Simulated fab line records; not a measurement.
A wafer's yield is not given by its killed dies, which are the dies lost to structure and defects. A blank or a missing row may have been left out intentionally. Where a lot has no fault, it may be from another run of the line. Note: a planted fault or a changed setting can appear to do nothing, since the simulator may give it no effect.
Struck lot and sound lot, side by side + flow n5_finfet + 15 steps out of a route of 1938
Sound: wafers L941.1, L941.5, L941.6. Wafers struck: L929.3, L929.4, L929.6. Last of all comes the cause.
Order at every step that has rows: each side's tool, ch and its chambers, its first start. Under that, the readings that differ: sound wafers + struck wafers + difference of the means + sigmas: that difference in standard deviations of wafers without a fault.
alike: readings with means less than 2 such deviations apart, plus words and numbers identical on both sides. not compared: withheld readings, readings lacking a value on some wafer, bounds such as >300 that could conceal the same value, and numbers that have no deviation in the record and whose values overlap.
Wherever a step has rows on one side only, a row that says differs or no value, or a row with sigmas, the two part there. Numbers that have no deviation but don't overlap get no sigmas and don't part them. A reading missing from all wafers of one side parts the sides only when that side holds two or more wafers.

first, 4 steps without rows for these wafers: N5_BEOL_M4_SOFTBAKE_23 (time 60 s); N5_BEOL_M4_EXPOSE_25 (exposes mask V3, defocus 5 nm); N5_BEOL_M4_PEB_26 (peb time 60 s); N5_BEOL_M4_DEVELOP_27 (develop time 30 s).
N5_BEOL_M4_CD_MEAS_28: target cd 26.2 nm, target cd y 24.1 nm.
  sound on cd_sem-01 ch 0, day 12 02:28; struck on cd_sem-02 ch 0, day 10 20:19
  alike: cd_nm
N5_BEOL_M4_OVL_MEAS_29:
  sound on overlay-02 ch 0, day 12 02:30; struck on overlay-01 ch 0, day 10 20:22
  alike: V3_OVL
N5_BEOL_M4_INSPECT_30: inspects for defects (brightfield).
  sound on defect_inspect-02, day 12 02:34; struck on defect_inspect-01, day 10 20:25
  alike: raw_defect_count
N5_BEOL_M4_DESCUM_33: chemistry O2, time 7 s.
  sound on rie_diel-05 ch 2,3, day 12 02:35; struck on rie_diel-04 ch 0,1, day 10 20:40
  alike: drypump_motor_current_A, oes_product_au, rf_vpp_V, showerhead_plenum_p_Torr, throttle_valve_pct
  not compared: rf_hours_counter_h
N5_BEOL_M4_ETCH_77: etches underlayer in N2/H2, target depth 6.5 nm, time 5.2 s.
  sound on rie_diel-05 ch 2,3, day 12 02:38; struck on rie_diel-04 ch 0,1, day 10 20:42
  alike: drypump_motor_current_A, etch_rf_on_time_s, oes_product_au, rf_fwd_power_W, rf_vpp_V, showerhead_plenum_p_Torr, throttle_valve_pct
  not compared: rf_hours_counter_h
N5_BEOL_M4_ETCH_69: etches SiARC in CF4, target depth 15.6 nm, time 26 s.
  sound on rie_diel-05 ch 2,3, day 12 02:38; struck on rie_diel-04 ch 0,1, day 10 20:43
  alike: drypump_motor_current_A, etch_rf_on_time_s, oes_product_au, rf_fwd_power_W, rf_vpp_V, showerhead_plenum_p_Torr, throttle_valve_pct
  not compared: rf_hours_counter_h
N5_BEOL_M4_ALD_98: deposits SiO2, target thk 2.5 nm, pulse time 1 s, co reactant pulse time 1 s.
  sound on ald_sin-01 ch 0,2,3, day 12 02:46; struck on ald_sin-02 ch 0,2,3, day 10 20:56
  alike: heater_power_w, precursor_pulse_height_rel
N5_BEOL_M4_ETCHBACK_99: etches SiO2 in CHF3, target depth 5 nm, time 10.4 s.
  sound on rie_diel-05 ch 2,3, day 13 03:40; struck on rie_diel-04 ch 1,2,3, day 11 20:59
  alike: drypump_motor_current_A, oes_product_au, rf_vpp_V, showerhead_plenum_p_Torr, throttle_valve_pct
  not compared: rf_hours_counter_h
N5_BEOL_M4_ETCH_70: etches SOC in N2/H2, target depth 80 nm, overetch 24 nm, time 130 s.
  sound on rie_diel-05 ch 2,3, day 13 03:41; struck on rie_diel-04 ch 1,2,3, day 11 21:02
| reading                                    | sound             | struck               | difference | sigmas |
|--------------------------------------------|-------------------|----------------------|------------|--------|
| rf_fwd_power_W (W)                         | 833.0 836.5 835.1 | 1033.1 1040.0 1034.3 | +200.9     | +77    |
| rf_vpp_V (V)                               | 523.1 522.1 525.7 | 489.1 487.8 488.9    | -35.0      | -23    |
| model.SiARC_of_BEOL_M4_COAT_68.thk_nm (nm) | 5.8 5.8 6         | 5.4 5 5.2            | -0.7       |        |
  alike: drypump_motor_current_A, oes_product_au, showerhead_plenum_p_Torr, throttle_valve_pct
  not compared: rf_hours_counter_h
then, 1 step without rows for these wafers: N5_BEOL_M4_STRIP_71 (strips in N2/H2).
N5_BEOL_M4_RC_MEAS_101:
  sound on prober-02 ch 0, day 13 07:52; struck on prober-02 ch 0, day 12 02:07
| reading        | sound             | struck            | difference | sigmas |
|----------------|-------------------|-------------------|------------|--------|
| DIBL_N (mV/V)  | 37.2 38.9 39.7    | 36.2 34.7 36.4    | -2.8       | -2     |
| IOFF_N (nA/um) | 0.167 0.200 0.219 | 0.155 0.128 0.148 | -0.052     | -2     |
| IOFF_P (nA/um) | 0.27 0.32 0.33    | 0.21 0.18 0.20    | -0.11      | -3     |
  alike: DIBL_P, ION_N, ION_P, SS_N, SS_P, VT_N, VT_P

## WHERE THEY PART
First at N5_BEOL_M4_ETCH_70; last, within this record, at N5_BEOL_M4_RC_MEAS_101.

WHY: the cause the simulator had injected
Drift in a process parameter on rie_diel-04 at N5_BEOL_M4_ETCH_70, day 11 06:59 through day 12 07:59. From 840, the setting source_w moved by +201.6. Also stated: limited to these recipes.
